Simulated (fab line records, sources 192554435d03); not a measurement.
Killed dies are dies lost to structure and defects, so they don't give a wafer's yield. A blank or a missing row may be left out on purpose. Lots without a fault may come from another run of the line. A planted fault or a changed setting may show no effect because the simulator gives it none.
fab line records | flow n5_finfet
record lots=5 wafers=15 last_day=16
route steps=1938 shown BEOL_M13@1674
lots that met no fault: from a run of the same line without faults
start_h: hours from the record's first day to the start of the lot's first wafer shown | wait_h: hours since the lot's step before | " the same as in the row above | L1.1+2: a row that stands for several wafers | - no value, or no start given | * or withheld: withheld | < > ~ a bound
route shown NAME@n: a module of which the file shows steps, and the number in the route of the first | usual: mean/standard deviation of fault-free wafers | same: alike in all rows | chamber/n: place in a boat | sites: the reading at each site | _std_site: their standard deviation | _edge_site: outer sites' mean less inner sites' | radius_mm: how far each site lies from the wafer's centre | mask NAME#n: copy n | behind: the tool/chamber that last shaped the wafer | hold: why the lot was held/for how many hours/how that ended | device: the transistor (n, p or np) that didn't switch | end of line: the same wafers' tests at the end of the route | a step without rows: its recipe alone | killed: dies lost to structure and defects at the first sort, not the wafer's yield | map: a wafer's dies, x killed, . not, _ none there
set.NAME: the setting as run; set.NAME@STEP: as run at that earlier step | model.NAME: the simulator's own value behind a step, which no gauge read
lots at some steps of the route; a table a step, a row a wafer
services: from which hour (start_h, from the record's first day; less than 0 if before it) a tool's chamber was out of use, for how many hours, and why
## steps
# step N5_BEOL_M13_VIA_ETCH_16
# recipe chemistry=C4F8/O2/Ar target=SiOC pressure_mtorr=30 source_w=3000 bias_w=700 Ar_flow_sccm=400 C4F8_flow_sccm=15 O2_flow_sccm=8 he_inner_torr=15 he_outer_torr=30 target_depth_a=9217 time_s=withheld ion_energy_ev=250 ends=cleared
# usual bias_w=700.0/2.1 drypump_motor_current_A=5.6/0.39 he_outer_torr=30.00/0.065 oes_product_au=0.68/0.071 rf_vpp_V=665.8/2.3 showerhead_plenum_p_Torr=3.43/0.084 throttle_valve_pct=24.24/0.19
# columns lot.wafer tool chamber start_h wait_h bias_w drypump_motor_current_A he_outer_torr oes_product_au rf_vpp_V showerhead_plenum_p_Torr throttle_valve_pct
L081.2 rie_diel-05 0 287.21 0.0 698.5 5.8 29.96 0.63 668.5 3.50 24.29
L081.3 " 3 " " 699.9 5.8 30.12 0.65 664.4 3.37 24.22
L081.5 " 1 " " 700.0 5.6 30.08 0.62 665.3 3.36 24.19
L082.3 rie_diel-03 3 299.94 0.0 699.9 5.6 30.02 0.66 669.0 3.53 24.58
L082.4 " 1 " " 700.8 5.1 30.02 0.67 664.3 3.40 24.28
L082.6 " 2 " " 700.5 5.1 30.03 0.83 668.4 3.49 23.93
L083.1 rie_diel-04 0 307.25 0.0 700.2 6.2 30.06 0.64 665.0 3.39 24.34
L083.3 " 1 " " 701.9 5.6 29.89 0.67 664.6 3.41 24.54
L083.4 " 1 " " 700.9 5.6 29.88 0.67 665.1 3.40 24.54
L086.2 rie_diel-05 1 320.42 0.0 698.6 5.6 29.98 0.61 664.4 3.36 24.20
L086.3 " 3 " " 702.1 5.8 29.99 0.65 664.0 3.37 24.24
L086.4 " 0 " " 701.7 5.8 29.95 0.63 666.6 3.50 24.30
L090.2 rie_diel-03 3 344.77 0.0 702.2 5.6 30.06 0.65 667.7 3.52 24.59
L090.5 " 1 " " 697.6 5.1 29.94 0.65 665.2 3.39 24.30
L090.6 " 2 " " 700.3 5.1 30.09 0.82 665.9 3.49 23.93
# step N5_BEOL_M13_STRIP_63
# recipe chemistry=N2/H2 power_w=1000 temp_c=250 h2_frac=0.65 overash_fraction=0.3 pressure_mtorr=1000 n2_flow_sccm=1750 h2_flow_sccm=3250
# usual drypump_motor_current_A=5.7/0.55 heater_power_w=343/40 oes_product_au=0.675/0.0048 strip_time_to_endpoint_s=28.5/1
# columns lot.wafer tool chamber start_h wait_h drypump_motor_current_A heater_power_w oes_product_au rf_hours_counter_h strip_time_to_endpoint_s
L081.2 plasma_asher-01 0 287.44 - 5.8 295 0.684 111 28.9
L081.3 " 0 " " 5.8 301 0.672 - 29.2
L081.5 " 0 " " 5.8 289 0.673 - 29.5
L082.3 plasma_asher-02 0 300.19 - 5.8 384 0.674 - 28.5
L082.4 " 1 " " 6.6 327 0.678 - 29.6
L082.6 " 0 " " 5.8 390 0.674 - 28.4
L083.1 plasma_asher-01 0 307.48 - 5.9 301 0.681 114 28.9
L083.3 " 0 " " 5.9 288 0.674 - 29.3
L083.4 " 1 " " 5.0 383 0.676 - 29.4
L086.2 plasma_asher-01 0 320.65 - 5.8 288 0.680 117 30.2
L086.3 " 1 " " 5.0 387 0.665 - 29.5
L086.4 " 0 " " 5.8 298 0.677 - 28.1
L090.2 plasma_asher-02 0 345.01 - 5.8 390 0.680 104 27.9
L090.5 " 0 " " 5.8 379 0.667 - 28.0
L090.6 " 1 " " 6.6 322 0.675 - 28.3
# step N5_BEOL_M13_STRIP_64
# recipe chemistry=N2/H2 power_w=1000 temp_c=250 h2_frac=0.65 overash_fraction=0.3 pressure_mtorr=withheld n2_flow_sccm=1750 h2_flow_sccm=3250
# usual drypump_motor_current_A=5.7/0.55 heater_power_w=344/41 oes_product_au=0.715/0.0051 strip_time_to_endpoint_s=31.36/0.082
# columns lot.wafer tool chamber start_h wait_h drypump_motor_current_A heater_power_w oes_product_au rf_hours_counter_h strip_time_to_endpoint_s
L081.2 plasma_asher-01 0 287.50 0.0 5.9 295 0.715 111 31.33
L081.3 " 0 " " 5.9 289 0.712 - 31.32
L081.5 " 0 " " 5.9 292 0.721 - 31.39
L082.3 plasma_asher-02 0 300.25 0.0 5.8 379 0.715 - 31.36
L082.4 " 1 " " 6.6 316 0.717 - 31.35
L082.6 " 0 " " 5.8 386 0.720 - 31.39
L083.1 plasma_asher-01 0 307.54 0.0 5.9 285 0.715 114 31.30
L083.3 " 0 " " 5.9 299 0.711 - 31.15
L083.4 " 1 " " 5.0 371 0.720 - 31.17
L086.2 plasma_asher-01 0 320.71 0.0 5.9 289 0.725 117 31.36
L086.3 " 1 " " 5.0 383 0.707 - 31.41
L086.4 " 0 " " 5.8 292 0.720 - 31.38
L090.2 plasma_asher-02 0 345.07 0.0 5.8 390 0.713 104 31.30
L090.5 " 0 " " 5.8 377 0.716 - 31.32
L090.6 " 1 " " 6.6 320 0.718 - 31.26
# step N5_BEOL_M13_STRIP_71
# recipe chemistry=post_etch_residue_remover time_s=60 temp_c=25 remover_ph=withheld remover_water_wt_pct=withheld remover_fluoride_wt_pct=withheld
# columns lot.wafer tool chamber start_h wait_h
L081.2+3+5 wet_bench-04 1,7,2 287.59 0.1
L082.3+4+6 wet_bench-06 1,7,6 300.32 0.0
L083.1+3+4 wet_bench-01 0,5,1 307.63 0.1
L086.2+3+4 wet_bench-01 1,0,2 320.80 0.1
L090.2+5+6 wet_bench-04 3,7,0 345.16 0.1
# step N5_BEOL_M13_SRD_72
# recipe time_s=30 temp_c=23 rinse_liquid=diw dry=n2_spin spin_rpm=1500 dry_time_s=30
# usual spin_rpm=1500.0/0.71
# columns lot.wafer tool chamber start_h wait_h spin_rpm
L081.2 wet_bench-04 1 287.61 0.0 1500.0
L081.3 " 7 " " 1499.8
L081.5 " 2 " " 1500.0
L082.3 wet_bench-06 1 300.34 0.0 1499.8
L082.4 " 7 " " 1499.8
L082.6 " 6 " " 1500.7
L083.1 wet_bench-01 0 307.65 0.0 1499.6
L083.3 " 5 " " 1499.6
L083.4 " 1 " " 1499.5
L086.2 wet_bench-01 1 320.82 0.0 1500.7
L086.3 " 0 " " 1499.0
L086.4 " 2 " " 1500.7
L090.2 wet_bench-04 3 345.18 0.0 1498.9
L090.5 " 7 " " 1498.6
L090.6 " 0 " " 1498.8
# step N5_BEOL_M13_CD_MEAS_17
# recipe target_cd_nm=190 polarity=opening
# usual cd_nm=190.2/1.5
# columns lot.wafer tool chamber start_h wait_h cd_nm
L081.2 cd_sem-02 - 287.65 0.0 188.7
L081.3 " - " " 189.1
L081.5 " - " " 190.4
L082.3 cd_sem-03 - 300.38 0.0 189.3
L082.4 " - " " 189.4
L082.6 " - " " 188.3
L083.1 cd_sem-02 - 307.69 0.0 190.7
L083.3 " - " " 193.3
L083.4 " - " " 191.6
L086.2 cd_sem-02 - 320.86 0.0 189.1
L086.3 " - " " 188.3
L086.4 " - " " 189.4
L090.2 cd_sem-01 - 345.22 0.0 190.3
L090.5 " - " " 190.4
L090.6 " - " " 190.4
# step N5_BEOL_M13_COAT_65
# recipe resist=SOC temp_c=250 time_s=60 spin_rpm=1500 resist_thk_nm=350
# usual dispense_pressure_kPa=49.3/1.4
# columns lot.wafer tool chamber start_h wait_h dispense_pressure_kPa
L081.2 litho_track-03 0 287.69 0.0 49.5
L081.3 " 0 " " 49.6
L081.5 " 0 " " 49.5
L082.3 litho_track-05 0 300.42 0.0 50.1
L082.4 " 0 " " 50.1
L082.6 " 0 " " 50.2
L083.1 litho_track-02 0 307.73 0.0 46.6
L083.3 " 0 " " 46.5
L083.4 " 0 " " 46.6
L086.2 litho_track-05 0 320.90 0.0 50.1
L086.3 " 0 " " 50.1
L086.4 " 0 " " 50.1
L090.2 litho_track-05 0 345.25 0.0 50.1
L090.5 " 0 " " 50.2
L090.6 " 0 " " 50.1
# step N5_BEOL_M13_COAT_66
# recipe resist=SiARC temp_c=220 time_s=60 spin_rpm=1500 resist_thk_nm=110
# usual dispense_pressure_kPa=49.3/1.4
# columns lot.wafer tool chamber start_h wait_h dispense_pressure_kPa
L081.2 litho_track-03 0 - - 49.5
L081.3 " 0 " " 49.5
L081.5 " 0 " " 49.5
L082.3 litho_track-05 0 - - 50.2
L082.4 " 0 " " 50.2
L082.6 " 0 " " 50.2
L083.1 litho_track-02 0 - - 46.6
L083.3 " 0 " " 46.6
L083.4 " 0 " " 46.6
L086.2 litho_track-05 0 - - 50.1
L086.3 " 0 " " 50.2
L086.4 " 0 " " 50.1
L090.2 litho_track-05 0 - - 50.2
L090.5 " 0 " " 50.2
L090.6 " 0 " " 50.2
# step N5_BEOL_M13_COAT_22
# recipe spin_rpm=2888 resist_thk_nm=300
# usual dispense_pressure_kPa=49.4/1.4
# columns lot.wafer tool chamber start_h wait_h dispense_pressure_kPa
L081.2 litho_track-03 0 - - 49.5
L081.3 " 0 " " 49.5
L081.5 " 0 " " 49.5
L082.3 litho_track-05 0 - - 50.2
L082.4 " 0 " " 50.3
L082.6 " 0 " " 50.3
L083.1 litho_track-02 0 - - 46.7
L083.3 " 0 " " 46.7
L083.4 " 0 " " 46.7
L086.2 litho_track-05 0 - - 50.3
L086.3 " 0 " " 50.3
L086.4 " 0 " " 50.3
L090.2 litho_track-05 0 - - 50.3
L090.5 " 0 " " 50.3
L090.6 " 0 " " 50.3
# step N5_BEOL_M13_EBR_24
# recipe solvent=PGMEA ebr_width_mm=1.5
# columns lot.wafer tool chamber start_h wait_h
L081.2+3+5 litho_track-03 0 - -
L082.3+4+6 litho_track-05 0 - -
L083.1+3+4 litho_track-02 0 - -
L086.2+3+4 litho_track-05 0 - -
L090.2+5+6 litho_track-05 0 - -
# step N5_BEOL_M13_SOFTBAKE_23
# recipe temp_c=130 time_s=60
# columns lot.wafer tool chamber start_h wait_h
L081.2+3+5 litho_track-03 0 - -
L082.3+4+6 litho_track-05 0 - -
L083.1+3+4 litho_track-02 0 - -
L086.2+3+4 litho_track-05 0 - -
L090.2+5+6 litho_track-05 0 - -
# step N5_BEOL_M13_EXPOSE_25
# recipe mask_id=M13 na=0.93 source_shape=conventional sigma_outer=0.4 polarization=unpolarized target_cd_nm=210 dose_mj=22
# same sigma_outer=0.4
# columns lot.wafer tool chamber start_h wait_h mask
L081.2+3+5 krf_scanner-01 0 287.94 - M13#0
L082.3+4+6 krf_scanner-01 0 300.55 - M13#0
L083.1+3+4 krf_scanner-02 0 307.97 - M13#0
L086.2+3+4 krf_scanner-02 0 321.02 - M13#0
L090.2+5+6 krf_scanner-01 0 345.38 - M13#0
# step N5_BEOL_M13_PEB_26
# recipe peb_temp_c=130 peb_time_s=90
# columns lot.wafer tool chamber start_h wait_h
L081.2+3+5 litho_track-05 0 287.99 0.0
L082.3+4+6 litho_track-03 0 300.59 0.0
L083.1+3+4 litho_track-05 0 308.03 0.1
L086.2+3+4 litho_track-05 0 321.07 0.0
L090.2+5+6 litho_track-02 0 345.43 0.0
# step N5_BEOL_M13_DEVELOP_27
# recipe develop_time_s=45 rinse_liquid=diw dry=air_spin dev_temp_c=21
# columns lot.wafer tool chamber start_h wait_h
L081.2+3+5 litho_track-05 0 - -
L082.3+4+6 litho_track-03 0 - -
L083.1+3+4 litho_track-05 0 - -
L086.2+3+4 litho_track-05 0 - -
L090.2+5+6 litho_track-02 0 - -
# step N5_BEOL_M13_HARDBAKE_32
# recipe temp_c=130 time_s=120
# columns lot.wafer tool chamber start_h wait_h
L081.2+3+5 litho_track-05 0 - -
L082.3+4+6 litho_track-03 0 - -
L083.1+3+4 litho_track-05 0 - -
L086.2+3+4 litho_track-05 0 - -
L090.2+5+6 litho_track-02 0 - -
# step N5_BEOL_M13_CD_MEAS_28
# recipe target_cd_nm=209.5 landing_energy_ev=500 detector=se_inlens
# usual cd_nm=210.0/1.2
# columns lot.wafer tool chamber start_h wait_h cd_nm
L081.2 cd_sem-01 0 288.11 - 210.9
L081.3 " 0 " " 209.0
L081.5 " 0 " " 211.4
L082.3 cd_sem-03 0 300.71 - 210.0
L082.4 " 0 " " 209.9
L082.6 " 0 " " 210.9
L083.1 cd_sem-02 0 308.15 - 210.0
L083.3 " 0 " " 209.1
L083.4 " 0 " " 210.3
L086.2 cd_sem-03 0 321.19 - 210.6
L086.3 " 0 " " 212.7
L086.4 " 0 " " 209.4
L090.2 cd_sem-02 0 345.55 - 210.2
L090.5 " 0 " " 210.9
L090.6 " 0 " " 210.0
# step N5_BEOL_M13_OVL_MEAS_29
# recipe points_per_wafer=44
# usual M13_OVL=-5/6.1
# same points_per_wafer=44
# columns lot.wafer tool chamber start_h wait_h M13_OVL[nm]
L081.2 overlay-01 0 288.14 0.0 0
L081.3 " 0 " " -3
L081.5 " 0 " " 1
L082.3 overlay-02 0 300.74 0.0 -8
L082.4 " 0 " " -6
L082.6 " 0 " " -8
L083.1 overlay-02 0 308.18 0.0 0
L083.3 " 0 " " 11
L083.4 " 0 " " 10
L086.2 overlay-01 0 321.22 0.0 -6
L086.3 " 0 " " -2
L086.4 " 0 " " -8
L090.2 overlay-01 0 345.58 0.0 -4
L090.5 " 0 " " -6
L090.6 " 0 " " -4
# step N5_BEOL_M13_INSPECT_30
# recipe mode=adi inspect_instrument=macro
# usual raw_defect_count=2.0/1.5
# columns lot.wafer tool chamber start_h wait_h raw_defect_count
L081.2 defect_inspect-02 - 288.16 0.0 1
L081.3 " - " " 2
L081.5 " - " " 2
L082.3 defect_inspect-01 - 300.82 0.1 2
L082.4 " - " " 1
L082.6 " - " " 0
L083.1 defect_inspect-02 - 308.20 0.0 6
L083.3 " - " " 0
L083.4 " - " " 1
L086.2 defect_inspect-01 - 321.24 0.0 1
L086.3 " - " " 0
L086.4 " - " " 1
L090.2 defect_inspect-01 - 345.60 0.0 2
L090.5 " - " " 1
L090.6 " - " " 4
# step N5_BEOL_M13_DESCUM_33
# recipe chemistry=O2 time_s=7.9 source_power_w=50 bias_power_w=20 pressure_mtorr=20 rf_frequency_hz=2.712e+07 temp_c=40 o2_flow_sccm=225
# usual bias_power_w=20.00/0.065 drypump_motor_current_A=5.6/0.45 oes_product_au=0.77/0.09 rf_vpp_V=243.4/1.2 showerhead_plenum_p_Torr=2.11/0.055 throttle_valve_pct=20.53/0.25
# columns lot.wafer tool chamber start_h wait_h bias_power_w drypump_motor_current_A oes_product_au rf_hours_counter_h rf_vpp_V showerhead_plenum_p_Torr throttle_valve_pct
L081.2 rie_diel-04 2 288.32 0.2 20.01 6.5 0.97 5 245.4 2.23 20.00
L081.3 " 0 " " 19.85 6.2 0.71 222 242.9 2.07 20.55
L081.5 " 0 " " 19.97 6.1 0.71 - 243.5 2.07 20.53
L082.3 rie_diel-03 2 301.03 0.2 20.09 5.1 0.91 27 243.7 2.13 20.08
L082.4 " 1 " " 19.91 5.1 0.75 185 243.1 2.10 20.71
L082.6 " 2 " " 19.99 5.1 0.91 - 242.9 2.13 20.09
L083.1 rie_diel-04 0 308.23 0.0 20.12 6.2 0.70 230 242.0 2.07 20.58
L083.3 " 1 " " 20.00 5.5 0.75 153 243.2 2.09 20.82
L083.4 " 0 " " 20.13 6.1 0.71 - 243.6 2.07 20.57
L086.2 rie_diel-05 2 321.27 0.0 20.13 5.2 0.70 221 241.9 2.08 20.47
L086.3 " 1 " " 20.04 5.5 0.69 225 241.6 2.07 20.62
L086.4 " 0 " " 20.03 5.8 0.69 232 244.7 2.18 20.77
L090.2 rie_diel-05 1 345.85 0.2 19.98 5.6 0.68 232 244.7 2.07 20.62
L090.5 " 1 " " 19.91 5.6 0.68 - 243.1 2.07 20.63
L090.6 " 2 " " 20.01 5.3 0.68 - 243.8 2.08 20.48
# step N5_BEOL_M13_ETCH_67
# recipe chemistry=CF4 target=SiARC target_depth_a=1430 time_s=238.3 ion_energy_ev=80 pressure_mtorr=40 source_w=545 bias_w=36 Ar_flow_sccm=100 cf4_flow_sccm=100 ends=cleared
# usual bias_w=35.99/0.11 drypump_motor_current_A=5.6/0.45 etch_rf_on_time_s=240/6 oes_product_au=0.65/0.075 rf_vpp_V=184.2/1.1 showerhead_plenum_p_Torr=2.15/0.055 throttle_valve_pct=15.67/0.25
# columns lot.wafer tool chamber start_h wait_h bias_w drypump_motor_current_A etch_rf_on_time_s oes_product_au rf_hours_counter_h rf_vpp_V showerhead_plenum_p_Torr throttle_valve_pct
L081.2 rie_diel-04 2 288.36 0.0 35.93 6.5 237 0.82 5 186.5 2.28 15.17
L081.3 " 0 " " 35.94 6.2 232 0.62 222 183.1 2.13 15.76
L081.5 " 0 " " 35.97 6.2 233 0.61 - 181.9 2.13 15.79
L082.3 rie_diel-03 2 301.07 0.0 35.98 5.1 239 0.77 27 184.7 2.19 15.25
L082.4 " 1 " " 35.96 5.1 240 0.62 185 184.9 2.14 15.75
L082.6 " 2 " " 35.99 5.1 238 0.77 - 186.0 2.19 15.26
L083.1 rie_diel-04 0 308.27 0.0 35.92 6.2 230 0.61 230 183.6 2.13 15.79
L083.3 " 1 " " 36.02 5.5 241 0.64 153 184.0 2.14 15.98
L083.4 " 0 " " 35.88 6.2 230 0.60 - 183.5 2.13 15.80
L086.2 rie_diel-05 2 321.31 0.0 36.06 5.3 242 0.59 221 184.1 2.11 15.60
L086.3 " 1 " " 35.93 5.5 250 0.57 225 183.4 2.11 15.78
L086.4 " 0 " " 35.88 5.8 239 0.60 232 183.8 2.20 15.88
L090.2 rie_diel-05 1 345.88 0.0 35.90 5.6 252 0.57 232 184.0 2.11 15.79
L090.5 " 1 " " 35.95 5.6 253 0.57 - 182.7 2.11 15.79
L090.6 " 2 " " 35.92 5.3 242 0.59 - 184.2 2.11 15.61
# step N5_BEOL_M13_ETCH_68
# recipe chemistry=N2/H2 target=SOC mask_material=SiARC source_w=3000 bias_w=350 temp_c=40 time_s=355 ion_energy_ev=200 pressure_mtorr=30 n2_flow_sccm=200 h2_flow_sccm=200
# usual bias_w=349.9/0.99 drypump_motor_current_A=5.6/0.45 oes_product_au=0.77/0.087 rf_vpp_V=524.0/2 showerhead_plenum_p_Torr=2.55/0.07 throttle_valve_pct=17.82/0.26
# columns lot.wafer tool chamber start_h wait_h bias_w drypump_motor_current_A oes_product_au rf_hours_counter_h rf_vpp_V showerhead_plenum_p_Torr throttle_valve_pct
L081.2 rie_diel-04 2 288.50 0.1 351.2 6.6 0.97 5 528.4 2.72 17.48
L081.3 " 0 " " 350.7 6.1 0.72 222 523.0 2.52 18.02
L081.5 " 0 " " 350.7 6.2 0.71 - 521.9 2.52 18.00
L082.3 rie_diel-03 2 301.21 0.1 349.5 5.1 0.92 27 526.0 2.58 17.32
L082.4 " 1 " " 351.4 5.1 0.74 186 523.9 2.51 17.78
L082.6 " 2 " " 350.6 5.1 0.92 - 525.6 2.58 17.33
L083.1 rie_diel-04 0 308.42 0.1 351.8 6.2 0.71 230 522.6 2.52 18.03
L083.3 " 1 " " 349.3 5.5 0.75 153 523.5 2.53 18.09
L083.4 " 0 " " 349.3 6.2 0.71 - 523.7 2.52 18.01
L086.2 rie_diel-05 2 321.45 0.1 350.9 5.3 0.70 221 521.9 2.51 17.74
L086.3 " 1 " " 348.9 5.6 0.69 225 522.5 2.53 18.00
L086.4 " 0 " " 349.8 5.8 0.69 232 526.8 2.61 17.90
L090.2 rie_diel-05 1 346.03 0.1 349.9 5.6 0.68 232 523.0 2.52 18.02
L090.5 " 1 " " 350.1 5.5 0.69 - 522.3 2.52 18.03
L090.6 " 2 " " 349.1 5.2 0.70 - 522.8 2.50 17.73
# step N5_BEOL_M13_STRIP_69
# recipe chemistry=N2/H2 temp_c=40 n2_flow_sccm=200 h2_flow_sccm=200 rf_frequency_hz=6e+07
# columns lot.wafer tool chamber start_h wait_h
L081.2+3+5 rie_diel-04 2,0,0 288.71 0.1
L082.3+4+6 rie_diel-03 2,1,2 301.42 0.1
L083.1+3+4 rie_diel-04 0,1,0 308.63 0.1
L086.2+3+4 rie_diel-05 2,1,0 321.67 0.1
L090.2+5+6 rie_diel-05 1,1,2 346.24 0.1
# step N5_BEOL_M13_TRENCH_ETCH_34
# recipe chemistry=C4F8/O2/Ar target=SiOC target_depth_a=4134.7 mask_material=SOC pressure_mtorr=30 source_w=3000 bias_w=700 Ar_flow_sccm=400 C4F8_flow_sccm=15 O2_flow_sccm=8 he_inner_torr=15 he_outer_torr=30 time_s=162.6 ion_energy_ev=250
# usual bias_w=700.0/2 drypump_motor_current_A=5.6/0.45 he_outer_torr=30.01/0.06 oes_product_au=0.77/0.089 rf_vpp_V=665.9/2.5 showerhead_plenum_p_Torr=3.43/0.089 throttle_valve_pct=24.23/0.2
# columns lot.wafer tool chamber start_h wait_h bias_w drypump_motor_current_A he_outer_torr oes_product_au rf_hours_counter_h rf_vpp_V showerhead_plenum_p_Torr throttle_valve_pct
L081.2 rie_diel-04 2 288.72 0.0 697.7 6.5 29.99 0.97 5 670.3 3.64 23.88
L081.3 " 0 " " 701.1 6.2 29.97 0.71 222 665.6 3.40 24.34
L081.5 " 0 " " 700.1 6.2 30.03 0.71 - 664.8 3.40 24.34
L082.3 rie_diel-03 2 301.43 0.0 701.4 5.1 30.02 0.91 27 667.0 3.49 23.93
L082.4 " 1 " " 701.3 5.1 30.02 0.74 186 664.7 3.40 24.28
L082.6 " 2 " " 704.9 5.1 30.06 0.92 - 667.6 3.49 23.91
L083.1 rie_diel-04 0 308.64 0.0 698.6 6.2 30.05 0.71 230 663.9 3.39 24.35
L083.3 " 1 " " 700.8 5.5 29.94 0.76 153 665.8 3.40 24.55
L083.4 " 0 " " 694.6 6.2 30.11 0.71 - 664.9 3.39 24.34
L086.2 rie_diel-05 2 321.68 0.0 703.1 5.3 30.01 0.71 221 664.4 3.38 24.13
L086.3 " 1 " " 698.0 5.6 29.96 0.68 225 663.4 3.36 24.18
L086.4 " 0 " " 702.1 5.8 30.05 0.70 232 668.2 3.50 24.31
L090.2 rie_diel-05 1 346.25 0.0 698.3 5.6 30.01 0.68 232 663.7 3.35 24.22
L090.5 " 1 " " 698.4 5.6 29.98 0.68 - 664.6 3.35 24.23
L090.6 " 2 " " 699.7 5.3 30.16 0.69 - 664.2 3.38 24.15
# step N5_BEOL_M13_STRIP_70
# recipe chemistry=C4F8/O2/Ar resist=SiARC rf_frequency_hz=6e+07
# columns lot.wafer tool chamber start_h wait_h
L081.2+3+5 rie_diel-04 2,0,0 288.86 0.1
L082.3+4+6 rie_diel-03 2,1,2 301.57 0.1
L083.1+3+4 rie_diel-04 0,1,0 308.77 0.1
L086.2+3+4 rie_diel-05 2,1,0 321.81 0.1
L090.2+5+6 rie_diel-05 1,1,2 346.39 0.1
# step N5_BEOL_M13_OCD_MEAS_35
# usual trench_depth_nm=412/6.7
# columns lot.wafer tool chamber start_h wait_h trench_depth_nm
L081.2 ocd-02 - 288.90 0.0 423
L081.3 " - " " 415
L081.5 " - " " 418
L082.3 ocd-01 - 301.61 0.0 424
L082.4 " - " " 416
L082.6 " - " " 419
L083.1 ocd-02 - 308.81 0.0 417
L083.3 " - " " 410
L083.4 " - " " 417
L086.2 ocd-02 - 321.85 0.0 410
L086.3 " - " " 400
L086.4 " - " " 410
L090.2 ocd-01 - 346.43 0.0 404
L090.5 " - " " 403
L090.6 " - " " 411
# step N5_BEOL_M13_STRIP_37
# recipe chemistry=N2/H2 power_w=1000 temp_c=250 h2_frac=0.65 overash_fraction=0.3 pressure_mtorr=withheld n2_flow_sccm=1750 h2_flow_sccm=3250
# usual drypump_motor_current_A=5.8/0.57 heater_power_w=345/39 oes_product_au=0.785/0.011
# columns lot.wafer tool chamber start_h wait_h drypump_motor_current_A heater_power_w oes_product_au rf_hours_counter_h
L081.2 plasma_asher-01 1 288.94 0.0 5.0 366 0.783 111
L081.3 " 0 " " 5.9 302 0.794 -
L081.5 " 0 " " 5.9 293 0.774 -
L082.3 plasma_asher-02 1 301.67 0.1 6.6 330 0.778 -
L082.4 " 0 " " 5.8 379 0.788 -
L082.6 " 1 " " 6.6 325 0.797 -
L083.1 plasma_asher-02 1 308.85 0.0 6.6 322 0.793 97
L083.3 " 1 " " 6.6 328 0.775 -
L083.4 " 0 " " 5.8 390 0.794 -
L086.2 plasma_asher-02 1 321.89 0.0 6.6 328 0.776 100
L086.3 " 0 " " 5.7 397 0.775 -
L086.4 " 1 " " 6.6 318 0.804 -
L090.2 plasma_asher-01 0 346.46 0.0 5.9 296 0.807 122
L090.5 " 0 " " 5.9 296 0.774 -
L090.6 " 1 " " 5.0 385 0.799 -
# step N5_BEOL_M13_ETCH_38
# recipe chemistry=CF4/N2 target=SiCN target_depth_a=675 taper_deg=2 time_s=71.9 ion_energy_ev=150 mask_material=SiO2 pressure_mtorr=40 source_w=430 bias_w=70 Ar_flow_sccm=100 cf4_flow_sccm=60 n2_flow_sccm=60
# usual bias_w=70.01/0.23 drypump_motor_current_A=5.6/0.48 oes_product_au=0.77/0.089 rf_vpp_V=382.5/1.6 showerhead_plenum_p_Torr=2.21/0.06 throttle_valve_pct=15.49/0.27
# columns lot.wafer tool chamber start_h wait_h bias_w drypump_motor_current_A oes_product_au rf_hours_counter_h rf_vpp_V showerhead_plenum_p_Torr throttle_valve_pct
L081.2 rie_diel-04 0 290.56 - 69.59 6.1 0.72 223 381.2 2.19 15.61
L081.3 " 2 " " 70.17 6.6 0.97 6 385.2 2.35 14.97
L081.5 " 2 " " 70.14 6.5 0.97 - 386.0 2.35 14.97
L082.3 rie_diel-03 3 301.81 - 70.10 5.6 0.74 195 383.4 2.28 15.86
L082.4 " 0 " " 70.01 5.4 0.82 92 378.9 2.14 15.41
L082.6 " 0 " " 70.41 5.5 0.82 - 380.0 2.14 15.43
L083.1 rie_diel-04 1 310.11 - 69.94 5.5 0.74 154 382.2 2.20 15.78
L083.3 " 0 " " 69.85 6.2 0.72 231 382.5 2.19 15.63
L083.4 " 1 " " 69.58 5.6 0.73 - 383.4 2.20 15.79
L086.2 rie_diel-03 0 322.35 - 70.16 5.5 0.79 99 381.8 2.14 15.45
L086.3 " 1 " " 69.86 5.1 0.72 194 382.0 2.19 15.55
L086.4 " 0 " " 70.42 5.5 0.81 - 381.4 2.14 15.43
L090.2 rie_diel-05 1 346.83 - 69.86 5.6 0.66 233 382.8 2.17 15.64
L090.5 " 3 " " 70.33 5.9 0.71 - 381.8 2.18 15.64
L090.6 " 2 " " 69.55 5.2 0.68 - 382.9 2.18 15.47
# step N5_BEOL_M13_PRECLEAN_39
# recipe chemistry=residue_remover time_s=60 temp_c=40
# columns lot.wafer tool chamber start_h wait_h
L081.2+3+5 wet_bench-01 1,7,5 290.69 0.1
L082.3+4+6 wet_bench-01 5,6,3 301.94 0.1
L083.1+3+4 wet_bench-04 3,6,0 310.24 0.1
L086.2+3+4 wet_bench-01 3,1,6 322.48 0.1
L090.2+5+6 wet_bench-06 5,6,2 346.96 0.1
# step N5_BEOL_M13_SRD_40
# recipe time_s=30 temp_c=23 rinse_liquid=diw dry=n2_spin spin_rpm=1500 dry_time_s=30
# usual spin_rpm=1500.0/0.78
# columns lot.wafer tool chamber start_h wait_h spin_rpm
L081.2 wet_bench-01 1 290.71 0.0 1500.6
L081.3 " 7 " " 1499.4
L081.5 " 5 " " 1499.8
L082.3 wet_bench-01 5 301.95 0.0 1499.1
L082.4 " 6 " " 1500.8
L082.6 " 3 " " 1500.7
L083.1 wet_bench-04 3 310.26 0.0 1499.4
L083.3 " 6 " " 1501.0
L083.4 " 0 " " 1499.5
L086.2 wet_bench-01 3 322.50 0.0 1500.2
L086.3 " 1 " " 1499.9
L086.4 " 6 " " 1500.6
L090.2 wet_bench-06 5 346.98 0.0 1499.0
L090.5 " 6 " " 1499.9
L090.6 " 2 " " 1500.1
# step N5_BEOL_M13_DEGAS_41
# recipe ambient=vacuum temp_c=250 time_s=60
# usual heater_power_w=320/39
# columns lot.wafer tool chamber start_h wait_h heater_power_w
L081.2 pvd_sputter-03 - 291.32 0.6 291
L081.3 " - " " 311
L081.5 " - " " 299
L082.3 pvd_sputter-01 - 302.46 0.5 347
L082.4 " - " " 288
L082.6 " - " " 287
L083.1 pvd_sputter-01 - 310.56 0.3 356
L083.3 " - " " 351
L083.4 " - " " 283
L086.2 pvd_sputter-01 - 322.99 0.5 345
L086.3 " - " " 355
L086.4 " - " " 283
L090.2 pvd_sputter-02 - 347.22 0.2 306
L090.5 " - " " 426
L090.6 " - " " 332
## services
# columns tool chamber start_h hours kind
plasma_asher-02 - 263.62 3.1 repair
rie_diel-04 3 285.00 27.2 repair
krf_scanner-02 - 308.54 1.3 pm
litho_track-02 - 319.96 - consumable_replace:filter
rie_diel-04 0 322.48 6.7 repair
## key
fault none
